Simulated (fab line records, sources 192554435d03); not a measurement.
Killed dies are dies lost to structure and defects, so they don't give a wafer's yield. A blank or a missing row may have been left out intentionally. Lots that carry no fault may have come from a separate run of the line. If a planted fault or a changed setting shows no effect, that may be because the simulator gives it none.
Struck lot and sound lot, side by side / flow n5-finfet / 37 out of 1938 route steps
Sound: wafers L700.2, L700.4, L700.5. Wafers L688.2, L688.5, L688.6 were the ones struck. The cause is named last.
For every step that has rows: the tool of each side, followed by ch and its chambers, followed by its first start. Under that, the readings that differ: sound wafers / struck wafers / difference of the means / sigmas: that difference in standard deviations of wafers without a fault.
alike: words and numbers the same on both sides, and readings whose means are apart by under 2 such deviations; not compared: readings that were withheld, readings missing a value for some wafer, numbers with overlapping values and no deviation given by the record, and bounds like >300 which may hide the same value.
A row with sigmas, a row that says differs or no value, or rows on one side alone: a step with any of these is where the two part. Numbers that have no deviation but don't overlap get no sigmas and don't part them. A reading that every wafer of one side lacks parts them only if that side has two wafers or more.

first, 9 steps without rows for these wafers: N5_BEOL_M4_ANNEAL_95 (time 240 s); N5_BEOL_M4_SPUTTER_96 (material Cu, target thk 4.5 nm, time 8.29 s); N5_BEOL_M4_ECD_50 (material Cu, target thk 300 nm); N5_BEOL_M4_ANNEAL_51 (time 90 s); N5_BEOL_M4_CMP_52 (polishes, stops on SiOC, t overpolish 6.8 s, target thk 40 nm); N5_BEOL_M4_PRE_CLEAN_60 (time 15 s); N5_BEOL_M4_CO_CAP_55 (material Co, precursor CCTBA/H2, target thk 2 nm, time 102.1 s); N5_BEOL_M4_PRE_CLEAN_56 (time 15 s); N5_BEOL_M4_DEP_57 (deposits SiCN from 3MS/NH3, target thk 8 nm, time 14 s).
N5_BEOL_M4_RC_MEAS_101:
  sound on prober-02 ch 0, day 12 12:56; struck on prober-01 ch 0, day 9 13:05
  alike: DIBL_N, DIBL_P, IOFF_N, IOFF_P, ION_N, ION_P, SS_N, SS_P, VT_N, VT_P
then, 24 steps without rows for these wafers: N5_BEOL_M5_ILD_DEP_00 (deposits SiCOH lowk from DEMS/porogen, target thk 140.64 nm, time 25.9 s); N5_BEOL_M5_CURE_79 (cures SiCOH lowk, time 240 s); N5_BEOL_M5_PECVD_70 (deposits SiO2 from TEOS/O2, target thk 16 nm, time 18 s); N5_BEOL_M5_HM_DEP_02 (deposits TiN, target thk 20 nm); N5_BEOL_M5_COAT_59 (time 60 s, resist thk 60 nm); N5_BEOL_M5_COAT_60 (time 60 s, resist thk 12 nm); N5_BEOL_M5_COAT_71 (time 60 s, resist thk 5 nm); N5_BEOL_M5_COAT_05 (resist thk 30 nm); N5_BEOL_M5_EBR_07; N5_BEOL_M5_SOFTBAKE_06 (time 60 s); N5_BEOL_M5_EXPOSE_08 (exposes mask M5, target cd 28 nm); N5_BEOL_M5_PEB_09 (peb time 60 s); N5_BEOL_M5_DEVELOP_10 (develop time 30 s); N5_BEOL_M5_DESCUM_16 (chemistry O2, time 7 s); N5_BEOL_M5_ETCH_72 (etches underlayer in N2/H2, target depth 6.5 nm, time 5.2 s); N5_BEOL_M5_ETCH_61 (etches SiARC in CF4, target depth 15.6 nm, time 26 s); N5_BEOL_M5_ETCH_62 (etches SOC in N2/H2, target depth 75 nm, overetch 15 nm, time 112.5 s); N5_BEOL_M5_STRIP_63 (strips in N2/H2); N5_BEOL_M5_STRIP_73 (strips in N2/H2); N5_BEOL_M5_STRIP_64 (strips in CF4); N5_BEOL_M5_HM_OPEN_17 (chemistry Cl2/BCl3, target TiN, target depth 20 nm, overetch 6 nm); N5_BEOL_M5_STRIP_19 (strips in O2); N5_BEOL_M5_COAT_65 (time 60 s, resist thk 60 nm); N5_BEOL_M5_COAT_66 (time 60 s, resist thk 12 nm).
N5_BEOL_M7_STRIP_36: strips in N2/H2.
  sound on rie-diel-06 ch 0,3, day 13 14:17; struck on rie-diel-03 ch 0,1,2, day 10 10:25
  no value came back on the struck wafers for any of 7 readings (bias-power-w (W), chamber-pressure-mTorr (mTorr) and others); on the sound wafers bias-power-w (W) reads 6.972 7.005 6.997
reading=model.SOC_of_BEOL_M7_COAT_63.thk-nm (nm); sound=0 0 0; struck=54.6 54.4 54.2; difference=+54.4; sigmas=
  not compared: rf-hours-counter-h
N5_BEOL_M7_ETCH_41: etches SiCN in CH3F/O2, target depth 31.9 nm, time 57.8 s.
  sound on rie-diel-06 ch 0,3; struck on rie-diel-03 ch 0,1,2, day 10 10:29
reading=model.SOC_of_BEOL_M7_COAT_63.thk-nm (nm); sound=0 0 0; struck=36.8 36.4 36.2; difference=+36.5; sigmas=
  alike: drypump-motor-current-A, oes-product-au, rf-vpp-V, showerhead-plenum-p-Torr, throttle-valve-pct
  not compared: rf-hours-counter-h
-- record jumps: 3 days separate the struck wafers' starts on either side; left off in module BEOL_M7, taken up again in module PASSIVATION, whose first shown step is the route's number 1936 --
N5_PASSIVATION_PROBE_49:
  record: rows for the struck wafers here (prober-01, day 13 17:11), none for the sound ones

## WHERE THEY PART
Last at N5_PASSIVATION_PROBE_49 as far as this record goes, first at N5_BEOL_M7_STRIP_36.

WHY: what the simulator had put in
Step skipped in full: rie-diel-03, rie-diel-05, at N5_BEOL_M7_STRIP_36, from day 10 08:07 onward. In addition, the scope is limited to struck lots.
